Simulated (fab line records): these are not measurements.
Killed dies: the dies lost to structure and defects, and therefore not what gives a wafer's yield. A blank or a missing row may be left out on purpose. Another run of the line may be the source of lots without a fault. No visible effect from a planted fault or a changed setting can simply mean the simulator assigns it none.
fab line records	flow nand-harc
record: lots: 24	wafers: 72	last-day: 34
route steps=1302 shown A_STAIRCASE@877 A_SGD_CUT@915 A_SLIT@939 A_WL_FILL@976 A_CONTACT@986
lots that met no fault: from a run of the same line without faults
start-h: start of the lot's first displayed wafer, in hours after the record's first day	wait-h: hours from the lot's prior step to this one	" as in the row above	L1.1+2: several wafers, shown together as one row	- no value, or no start was given	* or withheld: withheld	< > ~ a bound
route shown NAME@n: a module of which the file shows steps, and the number in the route of the first	usual: mean/standard deviation of fault-free wafers	same: alike in all rows	chamber/n: place in a boat	sites: the reading at each site	_std_site: how widely they spread, as a standard deviation	_edge_site: mean of outer sites minus mean of inner sites	radius-mm: how far each site lies from the wafer's centre	mask NAME#n: copy n	behind: tool/chamber where the wafer was last shaped	hold: cause of the lot's hold/its duration in hours/its outcome	device: names the non-switching transistor (n, p or np)	end of line: the tests these same wafers got at the end of their route	where a step has no rows: the recipe by itself	killed: dies that structure and defects cost at the first sort, which is not the same as the wafer's yield	map: a wafer's dies, marking killed ones x, the rest . and places with no die _
set.NAME: setting as actually run; set.NAME@STEP: the setting as run at that earlier step	model.NAME: the simulator's own value behind a step, which no gauge read
steps of the route over a sample of lots; a table a step, a row a wafer
services: from which hour (start-h, from the record's first day; less than 0 if before it) a tool's chamber was out of use, for how many hours, and why
== steps ==
step: NHARC_A_STAIRCASE_CMP_152
usual: motor-current-A: 11.8/1	slurry-filter-dp-kPa: 13.50/0.14
lot.wafer	tool	chamber	start-h	wait-h	motor-current-A	slurry-filter-dp-kPa
L075.2	cmp-04	3	448.72	0.1	11.1	13.50
L075.4	"	0	"	"	11.8	13.61
L075.3	"	1	"	"	10.5	13.61
L077.1	cmp-04	1	457.22	0.1	10.0	13.61
L077.5	"	0	"	"	11.9	13.64
L077.6	"	1	"	"	10.0	13.33
L074.4	cmp-02	2	457.45	0.1	10.2	13.58
L074.6	"	1	"	"	11.9	13.49
L074.5	"	2	"	"	10.2	13.64
L076.2	cmp-04	3	458.32	0.1	11.4	13.70
L076.3	"	0	"	"	11.6	13.33
L076.6	"	1	"	"	10.2	13.52
L079.1	cmp-03	1	472.00	0.1	13.6	13.34
L079.4	"	2	"	"	11.2	13.47
L079.5	"	1	"	"	13.4	13.75
L078.4	cmp-02	3	472.30	0.1	13.0	12.98
L078.1	"	0	"	"	13.7	13.48
L078.6	"	2	"	"	9.9	13.49
L080.4	cmp-02	0	490.99	0.1	12.7	13.51
L080.6	"	0	"	"	12.6	13.57
L080.5	"	1	"	"	12.2	13.29
L081.3	cmp-03	1	514.07	0.6	13.0	13.46
L081.4	"	3	"	"	11.2	13.60
L081.6	"	1	"	"	12.9	13.20
L082.2	cmp-03	3	528.15	0.1	11.8	13.51
L082.4	"	0	"	"	12.0	13.49
L082.5	"	0	"	"	11.6	13.58
L083.2	cmp-04	3	528.58	0.1	11.8	13.39
L083.5	"	2	"	"	13.7	13.44
L083.6	"	3	"	"	11.6	13.35
L085.3	cmp-04	1	542.63	0.1	10.6	13.68
L085.6	"	3	"	"	11.9	13.34
L085.5	"	0	"	"	11.7	13.60
L084.1	cmp-03	0	543.23	0.1	11.9	13.38
L084.2	"	1	"	"	12.9	13.59
L084.5	"	2	"	"	10.9	13.54
L086.4	cmp-03	2	545.70	0.1	11.8	13.77
L086.1	"	3	"	"	11.8	13.40
L086.6	"	1	"	"	13.7	13.54
L087.2	cmp-02	1	575.79	0.1	11.8	13.52
L087.6	"	1	"	"	11.8	13.37
L087.5	"	2	"	"	10.0	13.73
L088.1	cmp-04	1	593.69	0.1	9.9	13.49
L088.2	"	3	"	"	11.9	13.59
L088.3	"	0	"	"	11.4	13.50
L089.3	cmp-02	1	593.97	0.1	11.8	13.61
L089.2	"	2	"	"	9.5	13.57
L089.4	"	0	"	"	13.5	13.45
L090.4	cmp-03	3	596.56	0.1	11.9	13.41
L090.1	"	1	"	"	12.9	13.71
L090.2	"	2	"	"	11.2	13.58
L094.3	cmp-03	3	619.62	0.1	11.8	13.47
L094.4	"	0	"	"	11.5	13.62
L094.6	"	2	"	"	10.4	13.58
L093.2	cmp-04	1	619.91	0.1	10.9	13.41
L093.1	"	2	"	"	13.2	13.66
L093.5	"	0	"	"	11.2	13.57
L092.2	cmp-03	0	620.58	0.1	11.6	13.50
L092.3	"	2	"	"	11.0	13.27
L092.5	"	1	"	"	13.8	13.67
L091.4	cmp-04	2	622.52	0.1	12.7	13.61
L091.3	"	3	"	"	11.6	13.75
L091.5	"	1	"	"	10.4	13.27
L095.4	cmp-03	0	647.90	0.1	11.5	13.50
L095.6	"	0	"	"	11.9	13.46
L095.5	"	1	"	"	12.6	13.45
L096.4	cmp-02	2	672.10	0.1	10.1	13.43
L096.3	"	3	"	"	13.4	13.58
L096.6	"	2	"	"	10.5	13.38
L097.4	cmp-04	0	673.80	0.1	11.6	13.59
L097.1	"	1	"	"	11.1	13.38
L097.6	"	0	"	"	11.6	13.56
step: NHARC_A_SGD_CUT_CMP_21
recipe: target-thk-nm: 148.19
usual: motor-current-A: 11.9/1.1	slurry-filter-dp-kPa: 13.50/0.14	time-to-endpoint-s: 52.1/2.9
lot.wafer	tool	chamber	start-h	wait-h	motor-current-A	slurry-filter-dp-kPa	time-to-endpoint-s
L075.2	cmp-01	1	458.34	0.4	10.4	13.51	53.8
L075.4	"	2	"	"	13.0	13.47	53.5
L075.3	"	3	"	"	11.3	13.59	47.0
L074.4	cmp-04	0	465.99	0.4	12.3	13.58	49.2
L074.5	"	0	"	"	11.4	13.62	49.8
L074.6	"	1	"	"	9.9	13.36	48.9
L076.2	cmp-01	2	465.99	0.4	13.3	13.51	51.3
L076.3	"	3	"	"	12.0	13.37	46.5
L076.6	"	3	"	"	11.8	13.37	47.7
L077.1	cmp-02	0	466.01	0.4	12.8	13.60	51.3
L077.5	"	3	"	"	12.7	13.40	52.5
L077.6	"	0	"	"	13.2	13.36	51.2
L079.4	cmp-04	0	480.49	0.4	11.9	13.57	54.3
L079.1	"	2	"	"	13.2	13.62	52.9
L079.5	"	0	"	"	11.3	13.38	54.0
L078.4	cmp-02	1	480.49	0.4	11.9	13.61	45.6
L078.1	"	2	"	"	9.8	13.40	46.9
L078.6	"	0	"	"	12.9	13.38	45.7
L080.4	cmp-04	3	501.89	0.4	11.5	13.74	49.1
L080.6	"	0	"	"	11.6	13.55	46.3
L080.5	"	1	"	"	10.1	13.52	48.5
L081.3	cmp-02	1	522.54	0.4	11.9	13.66	50.7
L081.4	"	0	"	"	13.4	13.51	49.4
L081.6	"	1	"	"	12.6	13.73	51.6
L083.2	cmp-04	3	537.64	0.4	11.3	13.65	54.4
L083.5	"	1	"	"	10.1	13.42	53.0
L083.6	"	2	"	"	13.9	13.72	55.2
L082.4	cmp-01	3	537.64	0.4	11.9	13.37	48.9
L082.2	"	0	"	"	12.6	13.70	54.7
L082.5	"	2	"	"	13.0	13.59	54.1
L086.4	cmp-04	2	551.54	0.4	12.4	13.53	51.2
L086.1	"	0	"	"	11.5	13.48	52.2
L086.6	"	3	"	"	11.6	13.29	51.8
L084.1	cmp-02	0	551.54	0.4	12.1	13.49	51.2
L084.2	"	3	"	"	12.6	13.51	52.5
L084.5	"	0	"	"	12.6	13.37	49.3
L085.3	cmp-01	1	551.56	0.4	11.0	13.75	59.9
L085.5	"	0	"	"	12.8	13.47	59.0
L085.6	"	1	"	"	10.3	13.47	57.8
L087.2	cmp-04	2	585.55	0.4	13.2	13.42	48.8
L087.5	"	0	"	"	11.8	13.59	51.5
L087.6	"	1	"	"	10.5	13.34	52.0
L088.3	cmp-01	0	602.44	0.4	12.7	13.48	51.8
L088.1	"	1	"	"	10.9	13.56	55.4
L088.2	"	3	"	"	11.6	13.73	50.6
L089.2	cmp-02	2	602.44	0.4	9.8	13.51	52.5
L089.4	"	3	"	"	12.4	13.23	52.2
L089.3	"	1	"	"	11.8	13.54	52.4
L090.2	cmp-02	1	605.90	0.4	12.0	13.31	49.8
L090.1	"	3	"	"	13.2	13.47	51.5
L090.4	"	0	"	"	13.0	13.63	48.8
L093.2	cmp-01	3	629.71	0.4	11.6	13.45	52.7
L093.1	"	1	"	"	10.8	13.54	56.4
L093.5	"	3	"	"	11.4	13.32	51.9
L092.2	cmp-04	2	629.71	0.4	13.1	13.57	52.3
L092.3	"	1	"	"	10.3	13.45	54.9
L092.5	"	3	"	"	11.2	13.37	53.7
L094.3	cmp-01	3	629.91	0.6	11.5	13.17	51.6
L094.4	"	0	"	"	12.9	13.43	52.8
L094.6	"	1	"	"	9.8	13.42	55.1
L091.3	cmp-04	0	629.91	0.6	11.1	13.63	49.2
L091.4	"	1	"	"	9.9	13.52	50.0
L091.5	"	2	"	"	12.9	13.28	49.9
L095.4	cmp-02	3	657.35	0.4	13.4	13.37	49.8
L095.5	"	2	"	"	10.0	13.55	53.4
L095.6	"	3	"	"	13.0	13.46	53.7
L097.1	cmp-04	2	680.78	0.4	13.5	13.73	50.2
L097.4	"	1	"	"	10.1	13.46	48.8
L097.6	"	3	"	"	11.6	13.48	50.4
L096.3	cmp-01	3	680.81	0.4	11.5	13.53	52.2
L096.4	"	1	"	"	11.4	13.31	54.7
L096.6	"	3	"	"	11.6	13.53	51.1
step: NHARC_A_SLIT_ETCH_17
recipe: bias-v: 900	source-w: withheld	pressure-mtorr: 20	ar-flow-sccm: 375	c4f8-flow-sccm: 83.3	o2-flow-sccm: 41.7	time-s: 4254.5	target-depth-a: 2.03e+05	chemistry: C4F8/O2/Ar
usual: drypump-motor-current-A: 5.5/0.58	mfc-ar-sccm: 375.1/1.1	showerhead-plenum-p-Torr: 3.57/0.075	throttle-valve-pct: 32.045/0.0097
lot.wafer	tool	chamber	start-h	wait-h	drypump-motor-current-A	mfc-ar-sccm	rf-hours-counter-h	showerhead-plenum-p-Torr	throttle-valve-pct
L075.2	har-etch-02	1	467.89	-	4.9	375.4	39	3.69	32.047
L075.3	"	0	"	"	6.3	374.9	-	3.70	32.052
L075.4	"	1	"	"	4.9	375.5	-	3.69	32.051
L077.1	har-etch-01	1	473.63	-	5.0	375.0	257	3.54	32.042
L077.6	"	0	475.45	-	5.9	376.0	-	3.56	32.032
L077.5	"	1	"	"	4.9	375.6	-	3.54	32.047
L074.4	har-etch-02	0	475.36	-	6.4	375.1	-	3.70	32.032
L074.5	"	1	"	"	4.9	375.6	-	3.69	32.042
L074.6	"	0	"	"	6.4	373.5	-	3.70	32.035
L076.2	har-etch-01	1	476.84	-	4.9	374.4	260	3.54	32.050
L076.3	"	0	478.64	-	5.9	376.0	-	3.56	32.048
L076.6	"	1	"	"	4.9	375.0	-	3.54	32.043
L079.1	har-etch-01	1	488.96	-	5.0	376.1	272	3.53	32.034
L079.4	"	1	490.17	-	5.0	375.2	-	3.53	32.048
L079.5	"	1	491.39	-	4.9	375.1	-	3.53	32.042
L078.1	har-etch-02	0	490.46	-	6.4	374.4	58	3.69	32.053
L078.4	"	0	491.67	-	6.4	376.1	-	3.69	32.051
L078.6	"	1	"	"	4.9	375.2	-	3.68	32.052
L080.4	har-etch-01	0	510.90	-	5.9	374.4	-	3.54	32.070
L080.5	"	1	"	"	5.0	372.9	-	3.52	32.046
L080.6	"	0	"	"	5.9	375.3	-	3.54	32.047
L081.4	har-etch-01	0	536.06	-	5.9	373.9	-	3.54	32.066
L081.3	"	1	"	"	5.0	374.8	-	3.52	32.039
L081.6	"	0	"	"	5.9	375.4	-	3.54	32.069
L083.2	har-etch-01	1	544.64	-	5.0	375.6	302	3.51	32.052
L083.6	"	1	547.06	-	4.9	374.7	-	3.51	32.045
L083.5	"	0	"	"	5.9	373.3	-	3.53	32.032
L082.2	har-etch-02	1	546.54	-	4.9	375.2	89	3.67	32.051
L082.4	"	0	"	"	6.4	376.2	-	3.67	32.033
L082.5	"	1	548.96	-	4.9	375.2	-	3.67	32.043
L086.1	har-etch-02	1	558.73	-	4.9	376.4	96	3.66	32.047
L086.4	"	1	559.93	-	4.9	374.9	-	3.66	32.033
L086.6	"	0	561.74	-	6.4	374.2	-	3.67	32.034
L085.3	har-etch-01	0	562.03	-	5.9	375.4	-	3.53	32.051
L085.5	"	0	564.45	-	5.9	376.2	-	3.53	32.036
L085.6	"	0	565.67	-	5.9	375.0	-	3.53	32.042
L084.1	har-etch-02	1	562.78	-	4.9	376.1	100	3.66	32.041
L084.2	"	0	"	"	6.3	373.4	100	3.66	32.045
L084.5	"	1	565.18	-	4.9	373.9	-	3.66	32.043
L087.2	har-etch-01	0	592.84	-	5.9	374.4	329	3.52	32.050
L087.6	"	0	595.30	-	5.9	374.0	-	3.52	32.061
L087.5	"	1	"	"	5.0	374.7	-	3.51	32.042
L089.2	har-etch-01	0	612.94	-	5.9	373.8	340	3.51	32.043
L089.4	"	0	614.15	-	5.9	375.5	-	3.51	32.054
L089.3	"	1	"	"	4.9	374.0	-	3.50	32.039
L088.2	har-etch-02	1	616.65	-	4.9	377.9	127	3.65	32.036
L088.1	"	0	"	"	6.3	374.7	127	3.65	32.042
L088.3	"	0	618.46	-	6.4	374.3	-	3.65	32.035
L090.1	har-etch-01	0	620.43	-	5.9	374.6	344	3.51	32.030
L090.2	"	1	"	"	5.0	372.8	329	3.50	32.043
L090.4	"	1	622.25	-	5.0	373.8	-	3.50	32.034
L093.1	har-etch-02	0	637.41	-	6.4	376.3	142	3.64	32.031
L093.2	"	1	"	"	4.9	375.7	142	3.64	32.056
L093.5	"	1	640.48	-	4.9	377.1	-	3.64	32.037
L092.2	har-etch-01	1	637.41	-	4.9	376.5	340	3.49	32.040
L092.3	"	0	"	"	5.9	374.9	-	3.51	32.058
L092.5	"	1	639.82	-	5.0	376.0	-	3.49	32.037
L094.3	har-etch-01	0	641.83	-	5.9	376.0	-	3.50	32.049
L094.4	"	1	"	"	5.0	374.4	-	3.49	32.046
L094.6	"	0	"	"	5.9	374.6	-	3.50	32.050
L091.4	har-etch-01	0	645.67	-	5.9	377.2	-	3.50	32.045
L091.3	"	1	"	"	5.0	375.2	-	3.49	32.049
L091.5	"	0	"	"	5.9	375.8	-	3.50	32.050
L095.4	har-etch-02	1	669.68	-	4.9	376.3	-	3.62	32.040
L095.6	"	0	"	"	6.3	376.0	-	3.63	32.040
L095.5	"	1	"	"	4.9	375.9	-	3.62	32.052
L097.1	har-etch-01	0	688.53	-	5.9	373.9	382	3.49	32.036
L097.4	"	0	689.74	-	5.9	375.1	-	3.49	32.056
L097.6	"	0	690.95	-	5.9	374.7	-	3.49	32.058
L096.4	har-etch-01	1	693.56	-	5.0	373.7	-	3.48	32.050
L096.3	"	0	"	"	5.9	376.2	-	3.49	32.056
L096.6	"	1	"	"	5.0	372.0	-	3.48	32.055
step: NHARC_A_SLIT_ETCH_26
recipe: bias-v: 400	source-w: 2000	pressure-mtorr: 25	time-s: 90	ar-flow-sccm: 375	c4f8-flow-sccm: 41.7	o2-flow-sccm: 83.3	target-depth-a: 4000	chemistry: C4F8/O2/Ar
usual: bias-v: 401/3.8	drypump-motor-current-A: 5.5/0.58	mfc-ar-sccm: 374.8/1.1	showerhead-plenum-p-Torr: 3.60/0.077	throttle-valve-pct: 27.620/0.0089
lot.wafer	tool	chamber	start-h	wait-h	bias-v	drypump-motor-current-A	mfc-ar-sccm	rf-hours-counter-h	showerhead-plenum-p-Torr	throttle-valve-pct
L075.2	har-etch-02	1	470.97	2.5	409	4.9	377.2	42	3.72	27.617
L075.3	"	0	"	"	398	6.4	376.1	-	3.73	27.639
L075.4	"	1	"	"	400	4.9	375.5	-	3.72	27.601
L077.1	har-etch-01	1	476.69	2.5	404	4.9	374.8	260	3.56	27.608
L077.6	"	0	"	"	399	5.9	374.9	-	3.59	27.620
L077.5	"	1	"	"	406	5.0	374.7	-	3.56	27.635
L074.4	har-etch-02	0	477.25	1.3	399	6.4	376.0	-	3.73	27.627
L074.5	"	1	"	"	400	4.9	377.1	-	3.72	27.611
L074.6	"	0	"	"	400	6.4	375.5	-	3.73	27.611
L076.2	har-etch-01	1	480.43	3.0	403	5.0	375.5	263	3.56	27.619
L076.3	"	0	"	"	397	5.9	374.4	-	3.58	27.616
L076.6	"	1	"	"	403	4.9	376.6	-	3.56	27.616
L079.1	har-etch-01	1	492.61	3.0	401	5.0	375.5	275	3.56	27.610
L079.4	"	1	"	"	406	5.0	374.3	-	3.56	27.623
L079.5	"	1	"	"	404	5.0	374.1	-	3.56	27.625
L078.1	har-etch-02	0	493.51	2.4	396	6.4	374.2	61	3.72	27.628
L078.4	"	0	"	"	393	6.4	375.3	-	3.72	27.623
L078.6	"	1	"	"	397	4.9	374.4	-	3.71	27.611
L080.4	har-etch-01	0	512.79	1.3	396	5.9	372.8	-	3.57	27.626
L080.5	"	1	"	"	393	5.0	375.2	-	3.55	27.622
L080.6	"	0	"	"	398	5.9	375.9	-	3.57	27.619
L081.4	har-etch-01	0	538.56	1.9	402	5.9	374.8	-	3.56	27.599
L081.3	"	1	"	"	404	4.9	374.1	-	3.54	27.628
L081.6	"	0	"	"	408	5.9	373.3	-	3.56	27.617
L083.2	har-etch-01	1	548.27	3.0	399	5.0	374.6	305	3.54	27.630
L083.6	"	1	"	"	397	5.0	373.4	-	3.54	27.608
L083.5	"	0	"	"	403	5.9	373.8	-	3.56	27.607
L082.2	har-etch-02	1	549.59	2.4	402	4.9	376.4	92	3.70	27.622
L082.4	"	0	"	"	400	6.3	374.2	-	3.70	27.624
L082.5	"	1	"	"	399	4.9	375.4	-	3.70	27.620
L086.1	har-etch-02	1	562.34	3.0	404	4.9	373.7	99	3.69	27.623
L086.4	"	1	"	"	397	4.9	374.6	-	3.69	27.630
L086.6	"	0	"	"	394	6.4	373.7	-	3.70	27.624
L084.1	har-etch-02	1	566.38	3.0	407	4.9	373.7	103	3.69	27.619
L084.2	"	0	"	"	401	6.3	375.1	103	3.70	27.628
L084.5	"	1	"	"	409	4.9	375.3	-	3.69	27.610
L085.3	har-etch-01	0	567.00	3.8	402	5.9	375.7	-	3.55	27.604
L085.5	"	0	"	"	407	5.9	373.7	-	3.55	27.603
L085.6	"	0	"	"	405	5.9	374.2	-	3.55	27.631
L087.2	har-etch-01	0	596.53	3.1	400	5.9	374.5	332	3.55	27.614
L087.6	"	0	"	"	400	5.9	374.7	-	3.55	27.635
L087.5	"	1	"	"	399	5.0	373.3	-	3.53	27.621
L089.2	har-etch-01	0	616.56	3.0	400	5.9	375.7	343	3.54	27.624
L089.4	"	0	"	"	399	5.9	374.7	-	3.54	27.624
L089.3	"	1	"	"	399	5.0	374.8	-	3.53	27.611
L088.2	har-etch-02	1	620.26	3.0	399	4.9	373.4	130	3.68	27.617
L088.1	"	0	"	"	402	6.3	375.9	130	3.68	27.632
L088.3	"	0	"	"	400	6.3	375.0	-	3.68	27.623
L090.1	har-etch-01	0	624.08	3.0	396	5.9	375.4	347	3.54	27.619
L090.2	"	1	"	"	402	4.9	373.7	332	3.53	27.625
L090.4	"	1	"	"	402	4.9	374.1	-	3.53	27.606
L092.2	har-etch-01	1	640.45	2.4	404	5.0	374.5	343	3.52	27.641
L092.3	"	0	"	"	394	5.9	373.4	-	3.53	27.623
L092.5	"	1	"	"	398	5.0	376.8	-	3.52	27.620
L093.1	har-etch-02	0	641.10	3.1	399	6.4	376.5	145	3.67	27.610
L093.2	"	1	"	"	401	4.9	375.6	145	3.67	27.620
L093.5	"	1	"	"	398	4.9	376.0	-	3.67	27.631
L094.3	har-etch-01	0	644.33	1.9	407	5.9	375.5	-	3.53	27.627
L094.4	"	1	"	"	395	5.0	374.0	-	3.52	27.618
L094.6	"	0	"	"	404	5.9	372.9	-	3.53	27.622
L091.4	har-etch-01	0	648.16	1.9	399	5.9	373.9	-	3.53	27.612
L091.3	"	1	"	"	412	4.9	376.1	-	3.52	27.611
L091.5	"	0	"	"	401	5.9	373.6	-	3.53	27.627
L095.4	har-etch-02	1	671.58	1.3	400	4.9	373.1	-	3.65	27.614
L095.6	"	0	"	"	400	6.3	375.3	-	3.66	27.638
L095.5	"	1	"	"	398	4.9	374.4	-	3.65	27.621
L097.1	har-etch-01	0	692.15	3.0	397	5.9	374.8	385	3.52	27.612
L097.4	"	0	"	"	400	5.9	375.8	-	3.52	27.616
L097.6	"	0	"	"	404	5.9	374.4	-	3.52	27.613
L096.4	har-etch-01	1	696.07	1.9	402	5.0	373.0	-	3.50	27.629
L096.3	"	0	"	"	408	5.9	375.4	-	3.52	27.607
L096.6	"	1	"	"	401	5.0	376.6	-	3.50	27.616
step: NHARC_A_WL_FILL_CVD_20
recipe: target-thk-a: 1000	temp-c: 400	pressure-torr: 40	wf6-flow-sccm: 40	h2-flow-sccm: 1600	ar-flow-sccm: 1560	time-s: 74	material: W
usual: heater-power-w: 784/54	mfc-ar-sccm: 1560/4.6	throttle-valve-pct: 8.16/0.26
lot.wafer	tool	chamber	start-h	wait-h	heater-power-w	mfc-ar-sccm	since-wet-clean-h	throttle-valve-pct
L075.2	cvd-w-01	1	-	-	888	1561	121	7.88
L075.4	"	0	"	"	733	1557	-	8.42
L075.3	"	1	"	"	878	1560	-	7.76
L077.1	cvd-w-02	1	-	-	801	1560	40	7.87
L077.6	"	1	"	"	792	1558	-	7.77
L077.5	"	0	"	"	728	1560	-	8.14
L074.4	cvd-w-01	0	-	-	725	1557	-	8.57
L074.6	"	1	"	"	896	1562	-	8.01
L074.5	"	0	"	"	726	1556	-	8.55
L076.2	cvd-w-01	1	-	-	863	1562	128	8.10
L076.3	"	1	"	"	863	1559	-	8.09
L076.6	"	1	"	"	859	1553	-	8.02
L078.1	cvd-w-02	1	-	-	803	1553	55	7.95
L078.4	"	0	"	"	746	1556	-	8.14
L078.6	"	0	"	"	778	1554	-	8.17
L079.1	cvd-w-01	0	-	-	714	1564	139	8.72
L079.4	"	1	"	"	867	1566	-	8.12
L079.5	"	1	"	"	887	1567	-	7.67
L080.4	cvd-w-02	0	-	-	760	1569	-	8.20
L080.6	"	0	"	"	766	1563	-	8.18
L080.5	"	1	"	"	794	1557	-	8.17
L081.3	cvd-w-01	1	-	-	874	1563	-	7.75
L081.4	"	0	"	"	711	1556	-	8.61
L081.6	"	1	"	"	877	1561	-	7.71
L083.2	cvd-w-02	0	-	-	761	1553	111	8.05
L083.6	"	0	"	"	764	1560	-	8.19
L083.5	"	1	"	"	797	1561	-	8.02
L082.2	cvd-w-01	0	-	-	701	1561	14	8.62
L082.4	"	1	"	"	856	1564	-	7.91
L082.5	"	1	"	"	860	1559	-	8.01
L086.1	cvd-w-02	0	-	-	761	1567	125	8.33
L086.4	"	0	"	"	752	1563	-	8.04
L086.6	"	0	"	"	772	1569	-	8.12
L084.2	cvd-w-02	0	-	-	758	1558	132	8.09
L084.1	"	1	"	"	774	1562	132	8.13
L084.5	"	1	"	"	798	1562	-	8.25
L085.3	cvd-w-01	0	-	-	710	1565	-	8.56
L085.6	"	1	"	"	870	1556	-	7.96
L085.5	"	0	"	"	722	1564	-	8.40
L087.2	cvd-w-02	1	-	-	794	1562	160	7.98
L087.6	"	1	"	"	807	1563	-	8.14
L087.5	"	0	"	"	760	1556	-	8.14
L089.2	cvd-w-01	1	-	-	874	1568	82	7.79
L089.4	"	0	"	"	701	1562	-	8.75
L089.3	"	1	"	"	869	1565	-	7.83
L088.1	cvd-w-02	1	-	-	791	1550	2	8.05
L088.2	"	0	"	"	784	1557	2	8.24
L088.3	"	1	"	"	775	1550	-	7.92
L090.2	cvd-w-01	0	-	-	706	1559	90	8.48
L090.1	"	1	"	"	857	1563	90	7.60
L090.4	"	1	"	"	876	1567	-	7.92
L093.2	cvd-w-01	1	-	-	857	1557	107	7.98
L093.1	"	0	"	"	724	1561	107	8.40
L093.5	"	0	"	"	716	1557	-	8.41
L094.3	cvd-w-02	1	-	-	799	1558	-	8.19
L094.4	"	1	"	"	782	1563	-	7.79
L094.6	"	1	"	"	774	1549	-	8.16
L092.2	cvd-w-01	1	-	-	885	1559	110	7.87
L092.3	"	0	"	"	727	1566	-	8.45
L092.5	"	1	"	"	867	1557	-	8.11
L091.4	cvd-w-02	1	-	-	805	1565	-	8.10
L091.3	"	0	"	"	757	1563	-	8.01
L091.5	"	0	"	"	761	1558	-	8.34
L095.4	cvd-w-02	0	-	-	743	1566	-	7.99
L095.6	"	0	"	"	763	1569	-	8.28
L095.5	"	1	"	"	778	1560	-	8.16
L097.1	cvd-w-02	1	-	-	771	1564	75	8.11
L097.4	"	1	"	"	789	1559	-	7.88
L097.6	"	0	"	"	769	1554	-	8.33
L096.3	cvd-w-02	1	-	-	797	1550	-	8.39
L096.4	"	1	"	"	769	1551	-	8.02
L096.6	"	1	"	"	766	1561	-	8.20
step: NHARC_A_CONTACT_DEP_29
recipe: target-thk-a: 1000	target-thk-nm: 100	temp-c: 400	pressure-torr: 3.5	flow-sccm: 200	rf-w: 350	material: SiON
usual: heater-power-w: 703/66
lot.wafer	tool	chamber	start-h	wait-h	heater-power-w	since-wet-clean-h
L075.3	pecvd-03	2	505.65	2.2	789	126
L075.2	"	1	"	"	760	126
L075.4	"	0	"	"	658	-
L074.4	pecvd-03	0	510.70	1.5	610	-
L074.6	"	1	"	"	691	-
L074.5	"	2	"	"	767	-
L077.1	pecvd-04	2	510.95	3.5	779	48
L077.6	"	0	"	"	698	-
L077.5	"	1	"	"	686	-
L076.3	pecvd-03	2	512.89	2.2	640	134
L076.2	"	0	"	"	650	134
L076.6	"	1	"	"	762	-
L078.1	pecvd-02	0	526.75	3.6	684	105
L078.4	"	2	"	"	796	-
L078.6	"	0	"	"	688	-
L079.1	pecvd-03	0	527.25	3.6	669	148
L079.4	"	0	"	"	690	-
L079.5	"	1	"	"	780	-
L080.6	pecvd-03	0	547.32	0.1	622	-
L080.4	"	1	"	"	789	-
L080.5	"	2	"	"	766	-
L081.3	pecvd-03	0	569.44	2.2	677	9
L081.6	"	0	"	"	671	-
L081.4	"	2	"	"	741	-
L082.2	pecvd-03	1	579.65	2.9	640	19
L082.4	"	2	"	"	683	-
L082.5	"	0	"	"	722	-
L083.2	pecvd-02	1	579.70	2.9	660	158
L083.5	"	0	"	"	631	-
L083.6	"	1	"	"	667	-
L086.1	pecvd-03	0	596.89	3.5	686	37
L086.4	"	0	"	"	686	-
L086.6	"	2	"	"	683	-
L084.2	pecvd-03	2	601.14	2.9	673	41
L084.1	"	1	"	"	675	41
L084.5	"	0	"	"	670	-
L085.3	pecvd-03	0	601.95	2.1	605	42
L085.5	"	0	"	"	626	-
L085.6	"	1	"	"	663	-
L087.2	pecvd-02	1	631.32	2.9	619	29
L087.6	"	2	"	"	857	-
L087.5	"	1	"	"	634	-
L089.3	pecvd-04	1	647.89	2.1	709	4
L089.2	"	2	"	"	725	4
L089.4	"	1	"	"	740	-
L088.3	pecvd-02	1	652.12	2.2	675	50
L088.2	"	2	"	"	833	50
L088.1	"	0	"	"	657	50
L090.2	pecvd-04	2	656.28	2.8	792	12
L090.1	"	0	"	"	765	12
L090.4	"	2	"	"	798	-
L093.2	pecvd-02	1	672.90	2.8	672	70
L093.1	"	0	"	"	690	70
L093.5	"	0	"	"	568	-
L094.3	pecvd-03	0	673.29	2.2	733	113
L094.4	"	1	"	"	673	-
L094.6	"	0	"	"	717	-
L092.3	pecvd-03	1	678.96	2.1	661	119
L092.2	"	0	"	"	701	119
L092.5	"	2	"	"	686	-
L091.3	pecvd-02	2	682.92	2.3	745	80
L091.5	"	2	"	"	757	-
L091.4	"	0	"	"	648	-
L095.4	pecvd-02	2	703.17	1.6	870	-
L095.5	"	0	"	"	598	-
L095.6	"	1	"	"	728	-
L097.1	pecvd-03	2	724.08	3.5	695	164
L097.4	"	2	"	"	734	-
L097.6	"	1	"	"	688	-
L096.3	pecvd-02	0	727.36	2.2	563	125
L096.6	"	0	"	"	584	-
L096.4	"	1	"	"	726	-
== services ==
tool	chamber	start-h	hours	kind
cmp-02	-	430.02	4.0	pm
pecvd-03	-	439.69	1.6	repair
cvd-w-02	-	450.00	13.0	pm
cvd-w-02	-	495.38	1.2	repair
pecvd-03	-	495.57	1.1	repair
cmp-04	-	503.04	4.0	pm
cmp-02	-	504.09	2.0	repair
har-etch-01	-	518.55	0.8	repair
cmp-02	-	528.02	4.0	pm
cmp-02	-	537.51	2.2	repair
cmp-04	-	541.58	0.5	repair
pecvd-03	-	547.41	13.0	pm
cvd-w-02	1	575.21	3.1	repair
cmp-04	-	580.08	1.0	repair
har-etch-02	-	584.70	0.2	repair
cmp-04	-	601.04	4.0	pm
cvd-w-02	0	611.87	1.4	repair
cmp-02	-	616.37	3.9	repair
cmp-02	-	626.02	4.0	pm
cvd-w-02	-	631.00	13.0	pm
cvd-w-02	0	665.99	4.5	repair
cmp-02	-	674.72	0.6	repair
cmp-04	-	699.04	4.0	pm
cmp-04	-	710.70	2.5	repair
== key ==
fault none
